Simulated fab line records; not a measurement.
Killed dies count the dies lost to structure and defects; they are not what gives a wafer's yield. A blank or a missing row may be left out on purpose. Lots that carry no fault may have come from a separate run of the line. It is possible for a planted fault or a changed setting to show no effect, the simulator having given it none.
fab line records :: flow nandHarc
[record]
  lots = 5
  wafers = 13
  lastDay = 24
route steps=1159 shown P_GATE@127 END@1159
lots with no fault: from the same line, run without faults
startH: hours from the record's first day to the start of the lot's first wafer shown :: waitH: hours elapsed since this lot's preceding step :: " unchanged from the row above :: L1.1+2: several wafers, shown together as one row :: - value missing, or start not given :: * or withheld: withheld :: < > ~ a bound
route shown NAME@n: a module of which the file shows steps, and the number in the route of the first :: usual: average and standard deviation across the fault-free wafers :: same: alike in all rows :: chamber/n: place in a boat :: sites: the reading at each site :: _std_site: the values' standard deviation :: _edge_site: outer sites' mean less inner sites' :: radiusMm: for every site, how far away it sits from the centre of the wafer :: mask NAME#n: copy n :: behind: the most recent tool/chamber to have shaped the wafer :: hold: cause of the lot's hold/its duration in hours/its outcome :: device: transistor that didn't switch, given as n, p or np :: end of line: the route-end tests of the same wafers :: step lacking rows: just its recipe :: killed: at the first sort, the dies lost to defects and structure; wafer yield is something else :: map: per-die view of a wafer (x killed, . not killed, _ where there is no die)
set.NAME: the setting as run; set.NAME@STEP: as run at that earlier step :: model.NAME: the simulator's own value behind a step, which no gauge read
lots at selected steps of the route; one table per step, one row per wafer
services: when a tool's chamber went out of use (startH, in hours from the record's first day, below 0 if earlier), for how many hours, and the reason
[[steps]]
[step NHARC_P_GATE_PRECLEAN_71]
[recipe]
  timeS = *
  tempC = 50
  bathAgeMin = 0
  chemistry = SC1
[step NHARC_P_GATE_SRD_72]
[step NHARC_P_GATE_OXIDE_16]
[recipe]
  targetThkA = 30
  tempC = 875
  oxTimeS = 392
  material = SiO2
[step NHARC_P_GATE_CVD_17]
[recipe]
  targetThkA = 1500
  tempC = 620
  timeS = 900
  material = poly-Si
[step NHARC_P_GATE_HM_DEP_102]
[recipe]
  targetThkA = 1200
  tempC = 400
  material = aC
[step NHARC_P_GATE_DEP_103]
[recipe]
  targetThkA = 300
  targetThkNm = 30
  tempC = 400
  flowSccm = 200
  rfW = 350
  material = SiON
[step NHARC_P_GATE_DEHYDRATE_18]
[recipe]
  tempC = 150
  timeS = 120
[step NHARC_P_GATE_HMDS_19]
[recipe]
  timeS = 30
[step NHARC_P_GATE_COAT_20]
[recipe]
  spinRpm = 1500
  resistThkNm = 90
[step NHARC_P_GATE_SOFTBAKE_21]
[recipe]
  tempC = 105
  timeS = 55
[step NHARC_P_GATE_EBR_22]
[step NHARC_P_GATE_EXPOSE_23]
[recipe]
  na = 1.35
  targetCdNm = 120
  doseMj = 93.91
  maskId = P_GATE
[step NHARC_P_GATE_PEB_24]
[recipe]
  pebTempC = 100
  pebTimeS = 65
[usual]
  heaterPowerTotalW = 156.6/0.39
lot.wafer: L975.3
tool: lithoTrack-04
chamber: 0
startH: 88.37
waitH: 0.0
heaterPowerTotalW: 157.1

lot.wafer: L975.4
tool: lithoTrack-04
chamber: 0
startH: 88.37
waitH: 0.0
heaterPowerTotalW: 156.7

lot.wafer: L975.6
tool: lithoTrack-04
chamber: 0
startH: 88.37
waitH: 0.0
heaterPowerTotalW: 157.1

lot.wafer: L988.2
tool: lithoTrack-04
chamber: 0
startH: 172.00
waitH: 0.1
heaterPowerTotalW: 156.8

lot.wafer: L988.3
tool: lithoTrack-04
chamber: 0
startH: 172.00
waitH: 0.1
heaterPowerTotalW: 194.3

lot.wafer: L990.2
tool: lithoTrack-04
chamber: 0
startH: 174.61
waitH: 0.1
heaterPowerTotalW: 156.2

lot.wafer: L990.4
tool: lithoTrack-04
chamber: 0
startH: 174.61
waitH: 0.1
heaterPowerTotalW: 194.3

lot.wafer: L990.5
tool: lithoTrack-04
chamber: 0
startH: 174.61
waitH: 0.1
heaterPowerTotalW: 156.0

lot.wafer: L991.2
tool: lithoTrack-04
chamber: 0
startH: 188.28
waitH: 0.1
heaterPowerTotalW: 156.3

lot.wafer: L991.3
tool: lithoTrack-04
chamber: 0
startH: 188.28
waitH: 0.1
heaterPowerTotalW: 194.7

lot.wafer: L995.1
tool: lithoTrack-06
chamber: 0
startH: 218.39
waitH: 0.1
heaterPowerTotalW: 157.1

lot.wafer: L995.2
tool: lithoTrack-06
chamber: 0
startH: 218.39
waitH: 0.1
heaterPowerTotalW: 157.1

lot.wafer: L995.5
tool: lithoTrack-06
chamber: 0
startH: 218.39
waitH: 0.1
heaterPowerTotalW: 156.2
[step NHARC_P_GATE_DEVELOP_25]
[recipe]
  developTimeS = 35
  devTempC = 23
[step NHARC_P_GATE_CD_MEAS_26]
[recipe]
  targetCdNm = 120
  landingEnergyEv = 500
[usual]
  cdNm = 120.1/0.48
lot.wafer: L975.3
tool: cdSem-01
chamber: 0
startH: 88.45
waitH: -
cdNm: 119.6

lot.wafer: L975.4
tool: cdSem-01
chamber: 0
startH: 88.45
waitH: -
cdNm: 119.8

lot.wafer: L975.6
tool: cdSem-01
chamber: 0
startH: 88.45
waitH: -
cdNm: 119.9

lot.wafer: L988.2
tool: cdSem-03
chamber: 0
startH: 172.08
waitH: -
cdNm: 119.8

lot.wafer: L988.3
tool: cdSem-03
chamber: 0
startH: 172.08
waitH: -
cdNm: 134.5

lot.wafer: L990.2
tool: cdSem-03
chamber: 0
startH: 174.69
waitH: -
cdNm: 119.7

lot.wafer: L990.4
tool: cdSem-03
chamber: 0
startH: 174.69
waitH: -
cdNm: 134.5

lot.wafer: L990.5
tool: cdSem-03
chamber: 0
startH: 174.69
waitH: -
cdNm: 120.3

lot.wafer: L991.2
tool: cdSem-01
chamber: 0
startH: 188.36
waitH: -
cdNm: 120.3

lot.wafer: L991.3
tool: cdSem-01
chamber: 0
startH: 188.36
waitH: -
cdNm: 135.3

lot.wafer: L995.1
tool: cdSem-02
chamber: 0
startH: 218.47
waitH: -
cdNm: 120.2

lot.wafer: L995.2
tool: cdSem-02
chamber: 0
startH: 218.47
waitH: -
cdNm: 119.6

lot.wafer: L995.5
tool: cdSem-02
chamber: 0
startH: 218.47
waitH: -
cdNm: 120.6
[step NHARC_P_GATE_DESCUM_31]
[recipe]
  timeS = 3
  o2FlowSccm = 200
  arFlowSccm = 0
  biasPowerW = 0
  chemistry = O2
[usual]
  chamberPressureMTorr = 60.00/0.048
  drypumpMotorCurrentA = 5.7/0.38
  oesProductAu = 1.000/0.0079
  rfVppV = 57.6/0.83
  showerheadPlenumPTorr = 1.88/0.091
  throttleValvePct = 11.311/0.0082
lot.wafer: L975.3
tool: rieDiel-07
chamber: 1
startH: 88.64
waitH: 0.1
chamberPressureMTorr: 60.01
drypumpMotorCurrentA: 5.7
oesProductAu: 0.995
rfHoursCounterH: 5
rfVppV: 58.2
showerheadPlenumPTorr: 1.97
throttleValvePct: 11.318
model.P_GATE.cdNm: 119.7

lot.wafer: L975.6
tool: rieDiel-07
chamber: 0
startH: 88.64
waitH: 0.1
chamberPressureMTorr: 59.96
drypumpMotorCurrentA: 5.1
oesProductAu: 1.005
rfHoursCounterH: -
rfVppV: 57.9
showerheadPlenumPTorr: 2.04
throttleValvePct: 11.319
model.P_GATE.cdNm: 119.7

lot.wafer: L975.4
tool: rieDiel-07
chamber: 1
startH: 88.64
waitH: 0.1
chamberPressureMTorr: 60.00
drypumpMotorCurrentA: 5.7
oesProductAu: 1.005
rfHoursCounterH: -
rfVppV: 56.7
showerheadPlenumPTorr: 1.97
throttleValvePct: 11.303
model.P_GATE.cdNm: 120

lot.wafer: L988.2
tool: rieDiel-01
chamber: 3
startH: 172.32
waitH: 0.1
chamberPressureMTorr: 60.01
drypumpMotorCurrentA: 5.6
oesProductAu: 1.003
rfHoursCounterH: 13
rfVppV: 58.9
showerheadPlenumPTorr: 1.94
throttleValvePct: 11.312
model.P_GATE.cdNm: 119.6

lot.wafer: L988.3
tool: rieDiel-01
chamber: 1
startH: 172.32
waitH: 0.1
chamberPressureMTorr: 60.03
drypumpMotorCurrentA: 5.8
oesProductAu: 1.009
rfHoursCounterH: 12
rfVppV: 56.5
showerheadPlenumPTorr: 1.84
throttleValvePct: 11.309
model.P_GATE.cdNm: 134.9

lot.wafer: L990.2
tool: rieDiel-07
chamber: 0
startH: 174.87
waitH: 0.1
chamberPressureMTorr: 59.99
drypumpMotorCurrentA: 5.0
oesProductAu: 1.003
rfHoursCounterH: 20
rfVppV: 57.9
showerheadPlenumPTorr: 2.04
throttleValvePct: 11.306
model.P_GATE.cdNm: 119.8

lot.wafer: L990.4
tool: rieDiel-07
chamber: 3
startH: 174.87
waitH: 0.1
chamberPressureMTorr: 60.01
drypumpMotorCurrentA: 6.1
oesProductAu: 0.996
rfHoursCounterH: 19
rfVppV: 57.4
showerheadPlenumPTorr: 1.78
throttleValvePct: 11.301
model.P_GATE.cdNm: 134.4

lot.wafer: L990.5
tool: rieDiel-07
chamber: 0
startH: 174.87
waitH: 0.1
chamberPressureMTorr: 60.02
drypumpMotorCurrentA: 5.0
oesProductAu: 0.997
rfHoursCounterH: -
rfVppV: 58.7
showerheadPlenumPTorr: 2.04
throttleValvePct: 11.302
model.P_GATE.cdNm: 120

lot.wafer: L991.3
tool: rieDiel-01
chamber: 1
startH: 188.56
waitH: 0.1
chamberPressureMTorr: 60.08
drypumpMotorCurrentA: 5.8
oesProductAu: 1.003
rfHoursCounterH: 19
rfVppV: 57.0
showerheadPlenumPTorr: 1.84
throttleValvePct: 11.323
model.P_GATE.cdNm: 135.5

lot.wafer: L991.2
tool: rieDiel-01
chamber: 3
startH: 188.56
waitH: 0.1
chamberPressureMTorr: 59.95
drypumpMotorCurrentA: 5.5
oesProductAu: 1.006
rfHoursCounterH: 18
rfVppV: 59.5
showerheadPlenumPTorr: 1.94
throttleValvePct: 11.306
model.P_GATE.cdNm: 120.4

lot.wafer: L995.2
tool: rieDiel-07
chamber: 3
startH: 218.71
waitH: 0.1
chamberPressureMTorr: 59.95
drypumpMotorCurrentA: 6.1
oesProductAu: 0.990
rfHoursCounterH: 27
rfVppV: 57.7
showerheadPlenumPTorr: 1.78
throttleValvePct: 11.298
model.P_GATE.cdNm: 119.4

lot.wafer: L995.1
tool: rieDiel-07
chamber: 0
startH: 218.71
waitH: 0.1
chamberPressureMTorr: 59.98
drypumpMotorCurrentA: 5.0
oesProductAu: 0.996
rfHoursCounterH: 28
rfVppV: 58.2
showerheadPlenumPTorr: 2.04
throttleValvePct: 11.316
model.P_GATE.cdNm: 120.1

lot.wafer: L995.5
tool: rieDiel-07
chamber: 3
startH: 218.71
waitH: 0.1
chamberPressureMTorr: 59.96
drypumpMotorCurrentA: 6.1
oesProductAu: 0.987
rfHoursCounterH: -
rfVppV: 56.3
showerheadPlenumPTorr: 1.78
throttleValvePct: 11.317
model.P_GATE.cdNm: 120.1
[step NHARC_P_GATE_ETCH_104]
[recipe]
  targetDepthA = 600
  timeS = withheld
  cf4FlowSccm = 100
  chf3FlowSccm = 30
  arFlowSccm = 0
  rfW = 500
  biasW = 200
  chemistry = CF4/CHF3
[step NHARC_P_GATE_HM_OPEN_105]
[recipe]
  targetDepthA = 3600
  o2FlowSccm = 400
  cosFlowSccm = 20
  arFlowSccm = 0
  rfW = 500
  biasW = 300
  chemistry = O2/COS
[step NHARC_P_GATE_STRIP_106]
[recipe]
  o2FlowSccm = 400
  cosFlowSccm = 20
  arFlowSccm = 0
  biasW = 0
  chemistry = O2/COS
[step NHARC_P_GATE_ETCH_114]
[recipe]
  targetDepthA = 300
  overetchA = 30
  timeS = 16.5
  ionEnergyEv = 100
  cf4FlowSccm = 80
  o2FlowSccm = 20
  arFlowSccm = 0
  rfW = 300
  biasW = 100
  chemistry = CF4/O2
[step NHARC_P_GATE_ETCH_32]
[recipe]
  targetDepthA = 1500
  overEtchFrac = 1
  overEtchIonEnergyEv = 40
  timeS = 100.1
  hbrFlowSccm = 150
  cl2FlowSccm = 50
  rfW = 400
  icpW = 400
  biasW = 100
  chemistry = HBr/Cl2
[usual]
  chamberPressureMTorr = 14.999/0.015
  drypumpMotorCurrentA = 5.7/0.36
  hbrFlowSccm = 150.1/0.44
  heBacksideLeakSccm = 2.60/0.24
  oesProductAu = 0.999/0.0074
  throttleValvePct = 26.405/0.0083
lot.wafer: L975.3
tool: rieSi-01
chamber: 1
startH: 89.15
waitH: -
chamberPressureMTorr: 15.003
drypumpMotorCurrentA: 5.8
hbrFlowSccm: 149.9
heBacksideLeakSccm: 2.83
oesProductAu: 0.999
rfHoursCounterH: 1.1
throttleValvePct: 26.399
model.P_GATE.cdNm: 119.5

lot.wafer: L975.4
tool: rieSi-01
chamber: 3
startH: 89.15
waitH: -
chamberPressureMTorr: 15.020
drypumpMotorCurrentA: 5.0
hbrFlowSccm: 149.8
heBacksideLeakSccm: 2.72
oesProductAu: 0.999
rfHoursCounterH: 1.1
throttleValvePct: 26.402
model.P_GATE.cdNm: 121.3

lot.wafer: L975.6
tool: rieSi-01
chamber: 1
startH: 89.15
waitH: -
chamberPressureMTorr: 15.005
drypumpMotorCurrentA: 5.8
hbrFlowSccm: 149.4
heBacksideLeakSccm: 2.98
oesProductAu: 1.004
rfHoursCounterH: -
throttleValvePct: 26.392
model.P_GATE.cdNm: 121.6

lot.wafer: L988.3
tool: rieSi-06
chamber: 3
startH: 173.09
waitH: -
chamberPressureMTorr: 15.013
drypumpMotorCurrentA: 5.8
hbrFlowSccm: 149.8
heBacksideLeakSccm: 2.46
oesProductAu: 1.000
rfHoursCounterH: 1.6
throttleValvePct: 26.414
model.P_GATE.cdNm: 134.9

lot.wafer: L988.2
tool: rieSi-06
chamber: 2
startH: 173.09
waitH: -
chamberPressureMTorr: 15.006
drypumpMotorCurrentA: 6.2
hbrFlowSccm: 150.2
heBacksideLeakSccm: 2.91
oesProductAu: 1.003
rfHoursCounterH: 1.4
throttleValvePct: 26.429
model.P_GATE.cdNm: 121.6

lot.wafer: L990.4
tool: rieSi-01
chamber: 1
startH: 175.34
waitH: -
chamberPressureMTorr: 14.988
drypumpMotorCurrentA: 5.8
hbrFlowSccm: 150.4
heBacksideLeakSccm: 2.92
oesProductAu: 1.000
rfHoursCounterH: 0.3
throttleValvePct: 26.392
model.P_GATE.cdNm: 134.6

lot.wafer: L990.2
tool: rieSi-01
chamber: 0
startH: 175.34
waitH: -
chamberPressureMTorr: 14.987
drypumpMotorCurrentA: 6.2
hbrFlowSccm: 150.1
heBacksideLeakSccm: 2.32
oesProductAu: 1.001
rfHoursCounterH: 0.2
throttleValvePct: 26.408
model.P_GATE.cdNm: 120.7

lot.wafer: L990.5
tool: rieSi-01
chamber: 1
startH: 175.34
waitH: -
chamberPressureMTorr: 14.981
drypumpMotorCurrentA: 5.8
hbrFlowSccm: 150.3
heBacksideLeakSccm: 3.10
oesProductAu: 0.990
rfHoursCounterH: -
throttleValvePct: 26.405
model.P_GATE.cdNm: 121.5

lot.wafer: L991.2
tool: rieSi-02
chamber: 3
startH: 189.09
waitH: -
chamberPressureMTorr: 14.998
drypumpMotorCurrentA: 6.0
hbrFlowSccm: 150.1
heBacksideLeakSccm: 2.76
oesProductAu: 1.010
rfHoursCounterH: 1.6
throttleValvePct: 26.396
model.P_GATE.cdNm: 121.2

lot.wafer: L991.3
tool: rieSi-02
chamber: 0
startH: 189.09
waitH: -
chamberPressureMTorr: 14.992
drypumpMotorCurrentA: 5.2
hbrFlowSccm: 149.9
heBacksideLeakSccm: 2.49
oesProductAu: 1.010
rfHoursCounterH: 1.3
throttleValvePct: 26.401
model.P_GATE.cdNm: 137.2

lot.wafer: L995.1
tool: rieSi-06
chamber: 3
startH: 219.27
waitH: -
chamberPressureMTorr: 15.007
drypumpMotorCurrentA: 5.8
hbrFlowSccm: 149.1
heBacksideLeakSccm: 2.47
oesProductAu: 0.993
rfHoursCounterH: 0.2
throttleValvePct: 26.405
model.P_GATE.cdNm: 122.9

lot.wafer: L995.2
tool: rieSi-06
chamber: 2
startH: 219.27
waitH: -
chamberPressureMTorr: 14.984
drypumpMotorCurrentA: 6.2
hbrFlowSccm: 149.6
heBacksideLeakSccm: 2.79
oesProductAu: 1.006
rfHoursCounterH: 0.3
throttleValvePct: 26.411
model.P_GATE.cdNm: 121.9

lot.wafer: L995.5
tool: rieSi-06
chamber: 3
startH: 219.27
waitH: -
chamberPressureMTorr: 15.012
drypumpMotorCurrentA: 5.7
hbrFlowSccm: 149.5
heBacksideLeakSccm: 2.43
oesProductAu: 1.011
rfHoursCounterH: -
throttleValvePct: 26.395
model.P_GATE.cdNm: 123
[step NHARC_P_GATE_STRIP_108]
[recipe]
  o2FlowSccm = 500
  arFlowSccm = 0
  biasW = 0
  chemistry = O2
[step NHARC_P_GATE_CD_MEAS_33]
[usual]
  cdNm = 120.6/1.7
lot.wafer: L975.3
tool: cdSem-02
chamber: -
startH: 89.53
waitH: 0.1
cdNm: 119.8

lot.wafer: L975.4
tool: cdSem-02
chamber: -
startH: 89.53
waitH: 0.1
cdNm: 121.5

lot.wafer: L975.6
tool: cdSem-02
chamber: -
startH: 89.53
waitH: 0.1
cdNm: 122.3

lot.wafer: L988.2
tool: cdSem-01
chamber: -
startH: 173.44
waitH: -
cdNm: 121.8

lot.wafer: L988.3
tool: cdSem-01
chamber: -
startH: 173.44
waitH: -
cdNm: 134.8

lot.wafer: L990.2
tool: cdSem-01
chamber: -
startH: 175.69
waitH: -
cdNm: 120.8

lot.wafer: L990.4
tool: cdSem-01
chamber: -
startH: 175.69
waitH: -
cdNm: 134.5

lot.wafer: L990.5
tool: cdSem-01
chamber: -
startH: 175.69
waitH: -
cdNm: 121.2

lot.wafer: L991.2
tool: cdSem-02
chamber: -
startH: 189.43
waitH: 0.2
cdNm: 120.5

lot.wafer: L991.3
tool: cdSem-02
chamber: -
startH: 189.43
waitH: 0.2
cdNm: 137.0

lot.wafer: L995.1
tool: cdSem-03
chamber: -
startH: 219.60
waitH: -
cdNm: 123.2

lot.wafer: L995.2
tool: cdSem-03
chamber: -
startH: 219.60
waitH: -
cdNm: 122.0

lot.wafer: L995.5
tool: cdSem-03
chamber: -
startH: 219.60
waitH: -
cdNm: 122.7
[step NHARC_P_GATE_STRIP_35]
[recipe]
  timeS = 600
  tempC = 130
  chemistry = SPM
[step NHARC_END_SORT_01]
[recipe]
  tempC = 25
[usual]
  killedAtArray = 26/8.6
  killedAtOther = 0.7/0.97
  killedAtPeriphery = 3.2/2.2
  killedDies = 30/8.9
  killedOpen = 3.1/1.8
  killedShort = 2.2/1.8
[same]
  grossDies = 677
lot.wafer: L991.3
tool: prober-01
chamber: 0
startH: 534.27
waitH: 3.1
killedAtArray: 29
killedAtOther: 1
killedAtPeriphery: 35
killedDies: 65
killedOpen: 2
killedShort: 2

lot.wafer: L990.4
tool: prober-01
chamber: 0
startH: 542.88
waitH: 3.4
killedAtArray: 25
killedAtOther: 1
killedAtPeriphery: 38
killedDies: 64
killedOpen: 3
killedShort: 0
// killed by level:class
L991.3 P_GATE:areaPeb=31 A_CHANNEL_HOLE_D1:chamberFilmFlake=12 A_SLIT:chamberFilmFlake=10 A_WL_FILL:chamberFilmFlake=3 A_CONTACT:chamberFilmFlake=2 P_STI:geometricParticle:open=1 P_M2:geometricParticle:open=1 A_WL_FILL:geometricParticle:short=1
L990.4 P_GATE:areaPeb=37 A_CHANNEL_HOLE_D1:chamberFilmFlake=14 A_CONTACT:chamberFilmFlake=6 A_CONTACT:geometricParticle:open=2 A_BLC:chamberFilmFlake=2 A_WL_FILL:geometricParticle:open=1 P_GATE:chamberFilmFlake=1 HYBRID_BOND:chamberFilmFlake=1
// map L990.4 (x killed, . not)
____________x____________
_________.....xx_________
_______.....xx.x.._______
______x..xx........______
_____.xx............_____
____x..x.............____
____xx...............____
___xx.x...............___
___x..................___
__................x....__
__.....................__
_.x................x...x_
_.............x........._
_......................._
_.x....................._
_..x...................._
..x......................
x..x.....................
.........................
xx.......................
..............x.......x..
_......................._
_......................._
_......................._
_......................._
_.xx........x..........._
__.x..x................__
__.x..xx...........x...__
___.xxx...............___
___.x.xxx.............___
____xx.x............x____
____xx.............x.____
_____....x.......x.._____
______x........x...______
_______xx......x.._______
_________.x....._________
____________.____________
// map L991.3 (x killed, . not)
____________.____________
_________x.x...._________
_______.......x..._______
______..x....x.x...______
_____.x..........x.._____
____.................____
____x................____
___.................xx___
___...................___
__.x.................x.__
__.....................__
_x.x...................._
_...x..................._
_..............x........_
_......................._
_..x...................._
x......x.................
.........................
x........................
x........................
.................x..x....
_..x....x..x............_
_........x.............._
_x.................x...._
_.....x................._
_xx...................x._
__....................x__
__x...xx...............__
___x.x.x.....x........___
___.xxx...............___
____.xxx.x..........x____
____..x.....x........____
_____x.....xx..x...._____
______xxx..xx......______
_______...x.xx...._______
_________..x...._________
____________.____________
[[services]]
tool: rieSi-01
chamber: 0
startH: 66.09
hours: 2.9
kind: repair

tool: rieSi-06
chamber: 2
startH: 83.90
hours: 8.3
kind: repair

tool: rieDiel-07
chamber: 0
startH: 84.70
hours: -
kind: clean

tool: rieDiel-07
chamber: 1
startH: 84.70
hours: -
kind: clean

tool: rieDiel-07
chamber: 2
startH: 84.70
hours: -
kind: clean

tool: rieDiel-07
chamber: 3
startH: 84.70
hours: -
kind: clean

tool: rieDiel-07
chamber: 3
startH: 87.03
hours: 8.7
kind: repair

tool: rieDiel-07
chamber: -
startH: 96.43
hours: 1.0
kind: repair

tool: rieDiel-07
chamber: 0
startH: 109.26
hours: -
kind: clean

tool: rieDiel-07
chamber: 1
startH: 109.26
hours: -
kind: clean

tool: rieDiel-07
chamber: 2
startH: 109.26
hours: -
kind: clean

tool: rieDiel-07
chamber: 3
startH: 109.26
hours: -
kind: clean

tool: lithoTrack-06
chamber: -
startH: 117.00
hours: 7.0
kind: pm

tool: rieSi-01
chamber: -
startH: 127.00
hours: 9.0
kind: pm

tool: rieDiel-01
chamber: -
startH: 137.80
hours: 9.0
kind: pm

tool: lithoTrack-04
chamber: -
startH: 141.00
hours: 7.0
kind: pm

tool: rieSi-01
chamber: 0
startH: 142.52
hours: 15.8
kind: repair

tool: rieSi-02
chamber: 2
startH: 166.22
hours: 7.8
kind: repair

tool: rieDiel-07
chamber: 1
startH: 176.00
hours: 37.6
kind: repair

tool: rieSi-06
chamber: -
startH: 183.00
hours: 9.0
kind: pm

tool: rieSi-06
chamber: -
startH: 192.54
hours: 0.1
kind: repair

tool: rieSi-01
chamber: 3
startH: 198.63
hours: 5.0
kind: repair

tool: rieSi-02
chamber: 1
startH: 210.89
hours: 4.6
kind: repair

tool: rieSi-02
chamber: -
startH: 211.00
hours: 9.0
kind: pm
[[key]]
[firstSign]
  step = NHARC_P_GATE_PEB_24
  reading = heaterPowerTotalW
  direction = up
  sigmas = 97
  usual = *
  struck = *
[effect]
  step = NHARC_P_GATE_CD_MEAS_26
  reading = cdNm
  direction = up
  sigmas = 31
  usual = 120.1
  struck = 134.8
[effect]
  step = NHARC_P_GATE_CD_MEAS_33
  reading = cdNm
  direction = up
  sigmas = 8.9
  usual = 120.6
  struck = 135.4
[effect]
  step = NHARC_END_SORT_01
  reading = killedAtPeriphery
  direction = up
  sigmas = 15
  usual = 3.2
  struck = 36.5
[modelEffect]
  step = NHARC_P_GATE_DESCUM_31
  value = P_GATE.cdNm
  without = 119.9
  struck = 134.9
[modelEffect]
  step = NHARC_P_GATE_ETCH_32
  value = P_GATE.cdNm
  without = 120.6
  struck = 135.6
[moreKillsBornAt]
  NHARC_P_GATE_PEB_24@lithoTrack-04 = 68
metAt NHARC_P_GATE_PEB_24
struckWafers L988.3,L990.4,L991.3
sortLeftOut L988.3
testerLeftOut L988,L990,L991
onsetBetween 88.37 172.00
[fault]
  kind = processParameterDrift
  tool = lithoTrack-04
  chamber = -
  onsetH = 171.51
  steps = NHARC_P_GATE_PEB_24
  channel = pebTimeS
  offset = *
  shape = step
  endH = 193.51
  scope = struckWafersOnly
  actsIn = *
  stated = *
// testerLeftOut: of these lots the tester's yield and bins aren't shown, on N5 and GAA mostly nor the transistor test; their killed dies are dies lost to structure and defects alone, not to doping, threshold or leakage, so they don't give the yield
// sortLeftOut: the simulated sort isn't trusted on such a fault, so these wafers' sort isn't shown, and their yield isn't known
